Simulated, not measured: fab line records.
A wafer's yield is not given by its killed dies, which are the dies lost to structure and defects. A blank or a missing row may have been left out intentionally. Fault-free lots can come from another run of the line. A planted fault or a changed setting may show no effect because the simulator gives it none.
fab line records	flow n5Finfet
[record] lots = 7	wafers = 21
route steps=1938 shown BEOL_M11@1546 BEOL_M13@1661 BEOL_M14@1738 BEOL_M15@1820
startH: hours from the record's first day to the start of the lot's first wafer shown	waitH: hours since the lot's step before	" unchanged from the row above	L1.1+2: a row that stands for several wafers	- value missing, or start not given	* or withheld: withheld	< > ~ a bound
route shown NAME@n: a module of which the file shows steps, and the number in the route of the first	usual: mean/standard deviation taken from wafers without a fault	same: alike in all rows	chamber/n: place in a boat	sites: readings site by site	_std_site: the values' standard deviation	_edge_site: mean of outer sites minus mean of inner sites	radiusMm: how far each site lies from the wafer's centre	mask NAME#n: copy n	behind: the tool/chamber that last shaped the wafer	hold: why the lot was held/for how many hours/how that ended	device: which transistor (n, p or np) failed to switch	end of line: the tests these same wafers got at the end of their route	step lacking rows: just its recipe	killed: at the first sort, the dies lost to defects and structure; wafer yield is something else	map: a wafer's dies, marking killed ones x, the rest . and places with no die _
set.NAME: the setting that was run; set.NAME@STEP: the one run at that earlier step	model.NAME: the simulator's own value behind a step, which no gauge read
lots with deliberately changed settings; one table per step, one row per wafer
[[steps]]
[step N5_BEOL_M11_EXPOSE_08]
[recipe] maskId = M11	na = 1.35	sourceShape = dipole	sigmaInner = 0.411	sigmaOuter = 0.611	polarization = te	doseMj = 53.75
lot.wafer	tool	chamber	startH	waitH	mask	set.doseMj
L074.1+3+5	arfiScanner-03	0	264.83	-	M11#0	53.75
L080.2+5	arfiScanner-02	0	279.42	-	M11#0	51.44
L080.6	"	0	"	"	M11#0	53.75
L086.3+4+6	arfiScanner-02	0	314.65	-	M11#0	53.75
L083.1+5	arfiScanner-03	0	315.12	-	M11#0	53.75
L083.2	"	0	"	"	M11#0	52.56
L091.1	arfiScanner-02	0	355.83	-	M11#0	53.75
L091.2+5	"	0	"	"	M11#0	56.82
L093.3+5	arfiScanner-03	0	362.99	-	M11#0	55.17
L093.6	"	0	"	"	M11#0	53.75
L097.3+4+6	arfiScanner-02	0	387.37	-	M11#0	53.75
[step N5_BEOL_M11_PEB_09]
[recipe] pebTempC = withheld	pebTimeS = 60	resist = CAR-ArF
[step N5_BEOL_M11_DEVELOP_10]
[recipe] developTimeS = 30	developer = TMAH	resist = CAR-ArF	rinseLiquid = diw	dry = airSpin	devTempC = 23
[step N5_BEOL_M11_CD_MEAS_11]
[recipe] targetCdNm = 64.1	landingEnergyEv = 500	detector = seInlens	polarity = opening
[usual] cdNm = 64.1/0.6
lot.wafer	tool	chamber	startH	waitH	set.doseMj@BEOL_M11_EXPOSE_08	cdNm
L074.1	cdSem-03	0	264.96	-	53.75	64.8
L074.3	"	0	"	"	53.75	64.5
L074.5	"	0	"	"	53.75	64.9
L080.2	cdSem-01	0	279.54	-	51.44	61.9
L080.5	"	0	"	"	51.44	62.0
L080.6	"	0	"	"	53.75	64.6
L086.3	cdSem-01	0	314.77	-	53.75	63.2
L086.4	"	0	"	"	53.75	63.3
L086.6	"	0	"	"	53.75	63.7
L083.1	cdSem-01	0	315.24	-	53.75	65.0
L083.2	"	0	"	"	52.56	62.4
L083.5	"	0	"	"	53.75	63.4
L091.1	cdSem-03	0	355.95	-	53.75	64.6
L091.2	"	0	"	"	56.82	67.7
L091.5	"	0	"	"	56.82	67.3
L093.3	cdSem-01	0	363.11	-	55.17	66.3
L093.5	"	0	"	"	55.17	66.0
L093.6	"	0	"	"	53.75	64.5
L097.3	cdSem-03	0	387.48	-	53.75	64.4
L097.4	"	0	"	"	53.75	63.9
L097.6	"	0	"	"	53.75	63.5
[step N5_BEOL_M11_DESCUM_16]
[recipe] chemistry = O2	timeS = 7.9	sourcePowerW = 50	biasPowerW = 20	pressureMtorr = 20	rfFrequencyHz = 2.712e+07	tempC = 40	resist = CAR-ArF	o2FlowSccm = 225
[step N5_BEOL_M11_ETCH_61]
[recipe] chemistry = CF4	target = SiARC	targetDepthA = 390	maskMaterial = CAR-ArF	timeS = 65	ionEnergyEv = 80	pressureMtorr = 40	sourceW = 545	biasW = 36	Ar_flow_sccm = 100	cf4FlowSccm = 100	ends = cleared
lot.wafer	tool	chamber	startH	waitH	set.doseMj@BEOL_M11_EXPOSE_08	model.BEOL_M11.cdOffsetNm
L074.1	rieDiel-04	0	265.08	0.0	53.75	0.2
L074.3	"	1	"	"	53.75	0.6
L074.5	"	3	"	"	53.75	0.8
L080.2	rieDiel-04	3	279.92	0.0	51.44	-2.2
L080.5	"	1	"	"	51.44	-2
L080.6	"	0	"	"	53.75	0
L086.3	rieDiel-02	2	314.89	0.0	53.75	-0.4
L086.4	"	3	"	"	53.75	-1
L086.6	"	0	"	"	53.75	-0.6
L083.1	rieDiel-02	3	315.37	0.0	53.75	1
L083.2	"	2	"	"	52.56	-1
L083.5	"	3	"	"	53.75	-0.2
L091.1	rieDiel-02	2	356.40	0.0	53.75	0.8
L091.2	"	0	"	"	56.82	4
L091.5	"	3	"	"	56.82	3.4
L093.3+5	rieDiel-02	0,1	363.23	0.0	55.17	2
L093.6	"	0	"	"	53.75	0
L097.3	rieDiel-04	0	387.60	0.0	53.75	0.2
L097.4	"	2	"	"	53.75	-0.2
L097.6	"	3	"	"	53.75	-0.6
[step N5_BEOL_M11_ETCH_62]
[recipe] chemistry = N2/H2	target = SOC	targetDepthA = 1100	overetchA = 220	maskMaterial = SiARC	tempC = 40	timeS = 165	ionEnergyEv = 200	pressureMtorr = 30	sourceW = 840	biasW = 150	n2FlowSccm = 200	h2FlowSccm = 200
lot.wafer	tool	chamber	startH	waitH	set.doseMj@BEOL_M11_EXPOSE_08	model.BEOL_M11.cdOffsetNm
L074.1	rieDiel-04	0	265.13	0.0	53.75	0
L074.3+5	"	1,3	"	"	53.75	0.6
L080.2	rieDiel-04	3	279.97	0.0	51.44	-2.4
L080.5	"	1	"	"	51.44	-1.6
L080.6	"	0	"	"	53.75	0.2
L086.3+6	rieDiel-02	2,0	314.94	0.0	53.75	-0.6
L086.4	"	3	"	"	53.75	-1.2
L083.1	rieDiel-02	3	315.42	0.0	53.75	0.8
L083.2	"	2	"	"	52.56	-1.2
L083.5	"	3	"	"	53.75	-0.2
L091.1	rieDiel-02	2	356.45	0.0	53.75	0.6
L091.2	"	0	"	"	56.82	4.2
L091.5	"	3	"	"	56.82	3.6
L093.3	rieDiel-02	0	363.28	0.0	55.17	2.2
L093.5	"	1	"	"	55.17	1.8
L093.6	"	0	"	"	53.75	0.2
L097.3	rieDiel-04	0	387.65	0.0	53.75	-0.2
L097.4	"	2	"	"	53.75	0
L097.6	"	3	"	"	53.75	-0.4
[step N5_BEOL_M11_STRIP_68]
[recipe] chemistry = N2/H2	tempC = 40	n2FlowSccm = 200	h2FlowSccm = 200	rfFrequencyHz = 6e+07
[step N5_BEOL_M11_STRIP_67]
[recipe] chemistry = CF4	resist = SiARC	powerW = 300	biasPowerW = 75	pressureMtorr = 50	cf4FlowSccm = 150	rfFrequencyHz = 6e+07
[step N5_BEOL_M11_HM_OPEN_17]
[recipe] chemistry = Cl2/BCl3	targetDepthA = 200	overetchA = 60	target = TiN	maskMaterial = SOC	ionEnergyEv = 150	pressureMtorr = 10	icpW = 1000	biasW = 126	Cl2_flow_sccm = 53.25	bcl3FlowSccm = 21.75	Ar_flow_sccm = 25
[step N5_BEOL_M11_STRIP_19]
[recipe] chemistry = O2	powerW = 400	tempC = 40	pressureMtorr = 30	rfFrequencyHz = 6e+07	biasPowerW = 0	overashFraction = 0.2	o2FlowSccm = 225
[step N5_BEOL_M11_CD_MEAS_18]
[recipe] pitchNm = 140	targetCdNm = 70
[usual] cdNm = 70.1/0.65
lot.wafer	tool	chamber	startH	waitH	set.doseMj@BEOL_M11_EXPOSE_08	cdNm
L074.1	cdSem-02	-	265.50	0.0	53.75	69.9
L074.3	"	-	"	"	53.75	71.0
L074.5	"	-	"	"	53.75	70.4
L080.2	cdSem-03	-	280.44	0.1	51.44	67.8
L080.5	"	-	"	"	51.44	68.5
L080.6	"	-	"	"	53.75	70.0
L086.3	cdSem-02	-	315.31	0.1	53.75	69.4
L086.4	"	-	"	"	53.75	68.7
L086.6	"	-	"	"	53.75	69.3
L083.1	cdSem-02	-	315.82	0.0	53.75	70.7
L083.2	"	-	"	"	52.56	69.1
L083.5	"	-	"	"	53.75	70.4
L091.1	cdSem-01	-	356.83	0.1	53.75	70.5
L091.2	"	-	"	"	56.82	74.1
L091.5	"	-	"	"	56.82	73.7
L093.3	cdSem-01	-	363.65	0.1	55.17	72.2
L093.5	"	-	"	"	55.17	71.9
L093.6	"	-	"	"	53.75	70.3
L097.3	cdSem-03	-	388.03	0.1	53.75	70.1
L097.4	"	-	"	"	53.75	69.9
L097.6	"	-	"	"	53.75	69.6
[step N5_BEOL_M11_TRENCH_ETCH_37]
[recipe] chemistry = C4F6/O2	targetDepthA = 1488.3	target = SiCOH_lowk	timeS = 48	ionEnergyEv = 250	pressureMtorr = 30	sourceW = 345	biasW = 185	Ar_flow_sccm = 300	C4F6_flow_sccm = 10	O2_flow_sccm = 10
[usual] rfVppV = 670/8.3
lot.wafer	tool	chamber	startH	waitH	set.biasW	rfVppV
L074.1	rieDiel-04	0	-	-	198.4	715
L074.3	"	3	"	"	185	674
L074.5	"	2	"	"	185	660
L080.2	rieDiel-04	3	-	-	185	673
L080.5	"	3	"	"	160.9	603
L080.6	"	2	"	"	185	659
L083.1	rieDiel-05	2	-	-	198.3	691
L083.2	"	0	"	"	185	674
L083.5	"	0	"	"	198.3	713
L086.3	rieDiel-04	1	-	-	156.6	590
L086.4	"	2	"	"	185	659
L086.6	"	0	"	"	185	676
L091.1	rieDiel-04	0	-	-	185	675
L091.2	"	2	"	"	185	661
L091.5	"	0	"	"	185	676
L093.3	rieDiel-05	3	-	-	185	683
L093.5	"	2	"	"	157.1	575
L093.6	"	1	"	"	157.1	583
L097.3	rieDiel-02	1	-	-	185	667
L097.4	"	3	"	"	185	667
L097.6	"	2	"	"	185	669
[step N5_BEOL_M11_ETCH_41]
[recipe] chemistry = CH3F/O2	target = SiCN	targetDepthA = 426	taperDeg = 2	timeS = 86	ionEnergyEv = 120	maskMaterial = TiN	pressureMtorr = 30	sourceW = 395	biasW = 75	Ar_flow_sccm = 150	CH3F_flow_sccm = 30	O2_flow_sccm = 20
[step N5_BEOL_M11_STRIP_77]
[recipe] chemistry = N2/H2	timeS = 10	powerW = 450	tempC = 40	pressureMtorr = 20	rfFrequencyHz = 6e+07	biasPowerW = 7	n2FlowSccm = 200	h2FlowSccm = 200
[step N5_BEOL_M11_PRECLEAN_42]
[recipe] chemistry = residueRemover	timeS = 60	tempC = 40
[step N5_BEOL_M11_SRD_43]
[recipe] timeS = 30	tempC = 23	rinseLiquid = diw	dry = ipaMarangoni
[step N5_BEOL_M11_CD_MEAS_35]
[recipe] targetCdNm = 70	polarity = opening
[usual] cdNm = 70.0/0.67
lot.wafer	tool	chamber	startH	waitH	set.doseMj@BEOL_M11_EXPOSE_08	cdNm
L074.1	cdSem-03	-	267.53	0.0	53.75	70.3
L074.3	"	-	"	"	53.75	71.0
L074.5	"	-	"	"	53.75	70.5
L080.2	cdSem-03	-	282.26	0.0	51.44	67.8
L080.5	"	-	"	"	51.44	68.7
L080.6	"	-	"	"	53.75	70.0
L083.1	cdSem-01	-	317.03	0.0	53.75	71.0
L083.2	"	-	"	"	52.56	69.0
L083.5	"	-	"	"	53.75	69.7
L086.3	cdSem-01	-	317.33	0.0	53.75	69.2
L086.4	"	-	"	"	53.75	69.0
L086.6	"	-	"	"	53.75	69.6
L091.1	cdSem-01	-	359.36	0.0	53.75	70.6
L091.2	"	-	"	"	56.82	73.7
L091.5	"	-	"	"	56.82	73.1
L093.3	cdSem-02	-	365.88	0.0	55.17	72.0
L093.5	"	-	"	"	55.17	71.7
L093.6	"	-	"	"	53.75	69.7
L097.3	cdSem-02	-	390.31	0.0	53.75	69.9
L097.4	"	-	"	"	53.75	70.0
L097.6	"	-	"	"	53.75	69.8
[step N5_BEOL_M13_COAT_58]
[recipe] resist = BARC	tempC = 205	timeS = 60	spinRpm = 1500	resistThkNm = 89
lot.wafer	tool	chamber	startH	waitH	set.spinRpm	model.BARC_of_BEOL_M13_COAT_58.thkNm
L074.1+5	lithoTrack-03	0	277.26	0.0	1405	92
L074.3	"	0	"	"	1500	89
L080.2	lithoTrack-05	0	298.43	0.0	1362	93.6
L080.5	"	0	"	"	1500	88.8
L080.6	"	0	"	"	1500	89
L083.1+2	lithoTrack-02	0	327.64	0.0	1500	89.2
L083.5	"	0	"	"	1391	92.8
L086.3+4	lithoTrack-05	0	327.69	0.0	1644	85
L086.6	"	0	"	"	1500	88.8
L091.1	lithoTrack-05	0	368.45	0.0	1500	89.6
L091.2	"	0	"	"	1500	89.4
L091.5	"	0	"	"	1407	91.8
L093.3	lithoTrack-02	0	375.91	0.0	1646	85
L093.5+6	"	0	"	"	1500	89.4
L097.3+4	lithoTrack-02	0	401.97	0.0	1500	89.2
L097.6	"	0	"	"	1500	89.4
[step N5_BEOL_M13_COAT_04]
[recipe] spinRpm = 1625	resistThkNm = 400
[step N5_BEOL_M13_EBR_06]
[recipe] solvent = PGMEA	ebrWidthMm = 1.5
[step N5_BEOL_M13_DESCUM_15]
[recipe] chemistry = O2	timeS = 7.9	sourcePowerW = 50	biasPowerW = 20	pressureMtorr = 20	rfFrequencyHz = 2.712e+07	tempC = 40	o2FlowSccm = 225
[step N5_BEOL_M13_ETCH_59]
[recipe] chemistry = N2/H2	target = BARC	targetDepthA = 890	overetchA = 267	timeS = 67.9	ionEnergyEv = 200	pressureMtorr = 30	sourceW = 840	biasW = 150	n2FlowSccm = 200	h2FlowSccm = 200
lot.wafer	tool	chamber	startH	waitH	set.spinRpm@BEOL_M13_COAT_58	model.etch.depthNm
L074.1	rieDiel-02	0	277.78	0.0	1405	91.96
L074.3	"	1	"	"	1500	88.94
L074.5	"	0	"	"	1405	92.07
L080.2	rieDiel-04	3	299.73	0.0	1362	93.58
L080.5	"	1	"	"	1500	88.85
L080.6	"	2	"	"	1500	88.95
L083.1	rieDiel-02	3	328.40	0.0	1500	89.21
L083.2	"	0	"	"	1500	89.24
L083.5	"	1	"	"	1391	92.85
L086.3	rieDiel-04	3	328.43	0.0	1644	85.03
L086.4	"	2	"	"	1644	85.02
L086.6	"	0	"	"	1500	88.88
L091.1	rieDiel-05	2	368.85	0.0	1500	89.63
L091.2	"	0	"	"	1500	89.48
L091.5	"	2	"	"	1407	91.9
L093.3	rieDiel-05	2	376.31	0.0	1646	85.09
L093.5	"	0	"	"	1500	89.3
L093.6	"	1	"	"	1500	89.36
L097.3	rieDiel-05	0	402.77	0.0	1500	89.24
L097.4	"	3	"	"	1500	89.22
L097.6	"	3	"	"	1500	89.35
[step N5_BEOL_M13_VIA_ETCH_16]
[recipe] chemistry = C4F8/O2/Ar	target = SiOC	pressureMtorr = 30	sourceW = 3000	biasW = 700	Ar_flow_sccm = 400	C4F8_flow_sccm = 15	O2_flow_sccm = 8	heInnerTorr = 15	heOuterTorr = 30	targetDepthA = 9217	timeS = withheld	ionEnergyEv = 250	ends = cleared
[step N5_BEOL_M13_STRIP_63]
[recipe] chemistry = N2/H2	powerW = 1000	tempC = 250	h2Frac = 0.65	overashFraction = 0.3	pressureMtorr = 1000	n2FlowSccm = 1750	h2FlowSccm = 3250
[step N5_BEOL_M13_STRIP_64]
[recipe] chemistry = N2/H2	powerW = 1000	tempC = 250	h2Frac = 0.65	overashFraction = 0.3	pressureMtorr = withheld	n2FlowSccm = 1750	h2FlowSccm = 3250
[usual] stripTimeToEndpointS = 31.34/0.079
lot.wafer	tool	chamber	startH	waitH	set.spinRpm@BEOL_M13_COAT_58	stripTimeToEndpointS
L074.1	plasmaAsher-02	0	278.12	0.0	1405	32.15
L074.3	"	1	"	"	1500	31.30
L074.5	"	0	"	"	1405	32.19
L080.2	plasmaAsher-01	1	300.08	0.0	1362	32.62
L080.5	"	1	"	"	1500	31.28
L080.6	"	0	"	"	1500	31.29
L083.1	plasmaAsher-02	0	328.75	0.0	1500	31.36
L083.2	"	1	"	"	1500	31.37
L083.5	"	0	"	"	1391	32.39
L086.3	plasmaAsher-01	0	328.85	0.0	1644	30.18
L086.4	"	1	"	"	1644	30.16
L086.6	"	0	"	"	1500	31.27
L091.1	plasmaAsher-02	1	369.19	0.0	1500	31.48
L091.2	"	0	"	"	1500	31.45
L091.5	"	0	"	"	1407	32.12
L093.3	plasmaAsher-02	1	376.67	0.0	1646	30.18
L093.5	"	0	"	"	1500	31.41
L093.6	"	1	"	"	1500	31.40
L097.3	plasmaAsher-02	0	403.14	0.0	1500	31.39
L097.4	"	1	"	"	1500	31.38
L097.6	"	1	"	"	1500	31.41
[step N5_BEOL_M14_COAT_66]
[recipe] resist = SiARC	tempC = 220	timeS = 60	spinRpm = 1500	resistThkNm = 110
lot.wafer	tool	chamber	startH	waitH	set.spinRpm	model.SiARC_of_BEOL_M14_COAT_66.thkNm
L074.1	lithoTrack-02	0	-	-	1385	114.6
L074.3	"	0	"	"	1500	110
L074.5	"	0	"	"	1500	110.2
L080.2	lithoTrack-01	0	-	-	1433	113.6
L080.5	"	0	"	"	1433	113.4
L080.6	"	0	"	"	1500	110.8
L083.1	lithoTrack-01	0	-	-	1421	113.6
L083.2	"	0	"	"	1500	110.6
L083.5	"	0	"	"	1421	113.4
L086.3+4	lithoTrack-01	0	-	-	1500	110
L086.6	"	0	"	"	1500	109.8
L091.1	lithoTrack-02	0	-	-	1430	112.4
L091.2	"	0	"	"	1500	110
L091.5	"	0	"	"	1500	109.4
L093.3	lithoTrack-04	0	-	-	1574	107.4
L093.5	"	0	"	"	1574	107.2
L093.6	"	0	"	"	1500	110
L097.3+4	lithoTrack-01	0	-	-	1500	110.2
L097.6	"	0	"	"	1500	110
[step N5_BEOL_M14_COAT_22]
[recipe] spinRpm = 2888	resistThkNm = 300
lot.wafer	tool	chamber	startH	waitH	set.spinRpm	model.coat_of_BEOL_M14_COAT_22.thkNm
L074.1	lithoTrack-02	0	-	-	3063	291.2
L074.3	"	0	"	"	3063	290.8
L074.5	"	0	"	"	2888	300
L080.2	lithoTrack-01	0	-	-	3029	293.2
L080.5	"	0	"	"	3029	294
L080.6	"	0	"	"	3029	293.8
L083.1	lithoTrack-01	0	-	-	2786	306
L083.2	"	0	"	"	2888	300
L083.5	"	0	"	"	2888	299.8
L086.3	lithoTrack-01	0	-	-	3168	287
L086.4	"	0	"	"	2888	301
L086.6	"	0	"	"	3168	286.8
L091.1	lithoTrack-02	0	-	-	2888	301
L091.2+5	"	0	"	"	2888	300.6
L093.3	lithoTrack-04	0	-	-	2888	299.4
L093.5	"	0	"	"	2888	297.8
L093.6	"	0	"	"	2888	299
L097.3	lithoTrack-01	0	-	-	2888	301
L097.4	"	0	"	"	2888	299.8
L097.6	"	0	"	"	2888	300.8
[step N5_BEOL_M14_EBR_24]
[recipe] solvent = PGMEA	ebrWidthMm = 1.5
[step N5_BEOL_M14_SOFTBAKE_23]
[recipe] tempC = 130	timeS = 60
[step N5_BEOL_M14_DESCUM_33]
[recipe] chemistry = O2	timeS = 7.9	sourcePowerW = 50	biasPowerW = 20	pressureMtorr = 20	rfFrequencyHz = 2.712e+07	tempC = 40	o2FlowSccm = 225
[step N5_BEOL_M14_ETCH_67]
[recipe] chemistry = CF4	target = SiARC	targetDepthA = 1430	timeS = 238.3	ionEnergyEv = 80	pressureMtorr = 40	sourceW = 545	biasW = 36	Ar_flow_sccm = 100	cf4FlowSccm = 100	ends = cleared
lot.wafer	tool	chamber	startH	waitH	set.spinRpm@BEOL_M14_COAT_66	model.etch.depthNm
L074.1	rieDiel-03	3	285.40	0.0	1385	114.6
L074.3	"	0	"	"	1500	110
L074.5	"	2	"	"	1500	110.2
L080.2	rieDiel-01	2	313.76	0.0	1433	113.5
L080.5	"	1	"	"	1433	113.4
L080.6	"	0	"	"	1500	110.9
L083.1	rieDiel-01	1	335.72	0.0	1421	113.6
L083.2	"	2	"	"	1500	110.6
L083.5	"	0	"	"	1421	113.3
L086.3	rieDiel-03	3	340.33	0.0	1500	110.1
L086.4	"	1	"	"	1500	110
L086.6	"	0	"	"	1500	109.8
L091.1	rieDiel-03	2	375.83	0.0	1430	112.3
L091.2	"	0	"	"	1500	110
L091.5	"	0	"	"	1500	109.5
L093.3	rieDiel-06	1	383.98	0.0	1574	107.3
L093.5	"	0	"	"	1574	107.1
L093.6	"	3	"	"	1500	110.1
L097.3	rieDiel-06	3	409.74	0.0	1500	110.3
L097.4	"	0	"	"	1500	110.2
L097.6	"	1	"	"	1500	110
[step N5_BEOL_M14_ETCH_68]
[recipe] chemistry = N2/H2	target = SOC	maskMaterial = SiARC	sourceW = 3000	biasW = 350	tempC = 40	timeS = 450	ionEnergyEv = 200	pressureMtorr = 30	n2FlowSccm = 200	h2FlowSccm = 200
lot.wafer	tool	chamber	startH	waitH	set.spinRpm@BEOL_M14_COAT_66	model.SiARC_of_BEOL_M14_COAT_66.thkNm
L074.1	rieDiel-03	3	285.54	0.1	1385	69.4
L074.3	"	0	"	"	1500	65
L074.5	"	2	"	"	1500	65.2
L080.2+5	rieDiel-01	2,1	313.91	0.1	1433	69
L080.6	"	0	"	"	1500	65.8
L083.1	rieDiel-01	1	335.87	0.1	1421	69.4
L083.2	"	2	"	"	1500	65.8
L083.5	"	0	"	"	1421	68.6
L086.3+6	rieDiel-03	3,0	340.47	0.1	1500	65.8
L086.4	"	1	"	"	1500	65.2
L091.1	rieDiel-03	2	375.97	0.1	1430	67.2
L091.2	"	0	"	"	1500	65.8
L091.5	"	0	"	"	1500	65.2
L093.3	rieDiel-06	1	384.12	0.1	1574	62.8
L093.5	"	0	"	"	1574	61.8
L093.6	"	3	"	"	1500	64.6
L097.3	rieDiel-06	3	409.89	0.1	1500	65
L097.4+6	"	0,1	"	"	1500	65.6
[step N5_BEOL_M15_SPUTTER_44]
[recipe] material = Ta	targetThkA = 150	tempC = 50	biasV = 80	powerW = 15000	chamberPressurePa = 0.07	timeS = 24.19
lot.wafer	tool	chamber	startH	waitH	set.powerW	model.Ta_of_BEOL_M15_SPUTTER_44.thkNm
L074.1+5	pvdSputter-03	-	299.97	0.0	12590	12.6
L074.3	"	-	"	"	15000	15
L080.2+5	pvdSputter-02	-	328.60	0.0	15000	14.8
L080.6	"	-	"	"	12900	12.8
L083.1	pvdSputter-03	-	348.00	0.0	16490	16.2
L083.2	"	-	"	"	15000	15
L083.5	"	-	"	"	15000	14.8
L086.3	pvdSputter-03	-	350.84	0.0	15000	14.8
L086.4+6	"	-	"	"	15000	15
L091.1+2	pvdSputter-03	-	392.48	0.0	15000	14.6
L091.5	"	-	"	"	16720	16.4
L093.3	pvdSputter-01	-	395.76	0.0	15000	15.2
L093.5	"	-	"	"	13690	14
L093.6	"	-	"	"	13690	13.8
L097.3	pvdSputter-03	-	419.91	0.0	15000	15
L097.4+6	"	-	"	"	15000	15.2
[[key]]
[split] step = N5_BEOL_M11_EXPOSE_08	setting = doseMj	stated = 53.75	by = wafer
[response] step = N5_BEOL_M11_CD_MEAS_11	reading = cdNm	change = +0.571	per = 1%	r = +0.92
[response] step = N5_BEOL_M11_ETCH_61	reading = model.BEOL_M11.cdOffsetNm	change = +0.539	per = 1%	r = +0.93
[response] step = N5_BEOL_M11_ETCH_62	reading = model.BEOL_M11.cdOffsetNm	change = +0.578	per = 1%	r = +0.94
[response] step = N5_BEOL_M11_CD_MEAS_18	reading = cdNm	change = +0.557	per = 1%	r = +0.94
[response] step = N5_BEOL_M11_CD_MEAS_35	reading = cdNm	change = +0.509	per = 1%	r = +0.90
[split] step = N5_BEOL_M11_TRENCH_ETCH_37	setting = biasW	stated = 185	by = wafer
[response] step = N5_BEOL_M11_TRENCH_ETCH_37	reading = rfVppV	change = +5.6	per = 1%	r = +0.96
[split] step = N5_BEOL_M13_COAT_58	setting = spinRpm	stated = 1500	by = wafer
[response] step = N5_BEOL_M13_COAT_58	reading = model.BARC_of_BEOL_M13_COAT_58.thkNm	change = -0.452	per = 1%	r = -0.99
[response] step = N5_BEOL_M13_ETCH_59	reading = model.etch.depthNm	change = -0.451	per = 1%	r = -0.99
[response] step = N5_BEOL_M13_STRIP_64	reading = stripTimeToEndpointS	change = *	per = 1%	r = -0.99
[split] step = N5_BEOL_M14_COAT_66	setting = spinRpm	stated = 1500	by = wafer
[response] step = N5_BEOL_M14_COAT_66	reading = model.SiARC_of_BEOL_M14_COAT_66.thkNm	change = -0.575	per = 1%	r = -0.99
[response] step = N5_BEOL_M14_ETCH_67	reading = model.etch.depthNm	change = -0.573	per = 1%	r = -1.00
[response] step = N5_BEOL_M14_ETCH_68	reading = model.SiARC_of_BEOL_M14_COAT_66.thkNm	change = -0.547	per = 1%	r = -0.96
[split] step = N5_BEOL_M14_COAT_22	setting = spinRpm	stated = 2888	by = wafer
[response] step = N5_BEOL_M14_COAT_22	reading = model.coat_of_BEOL_M14_COAT_22.thkNm	change = -1.49	per = 1%	r = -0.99
[split] step = N5_BEOL_M15_SPUTTER_44	setting = powerW	stated = 15000	by = wafer
[response] step = N5_BEOL_M15_SPUTTER_44	reading = model.Ta_of_BEOL_M15_SPUTTER_44.thkNm	change = +0.147	per = 1%	r = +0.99
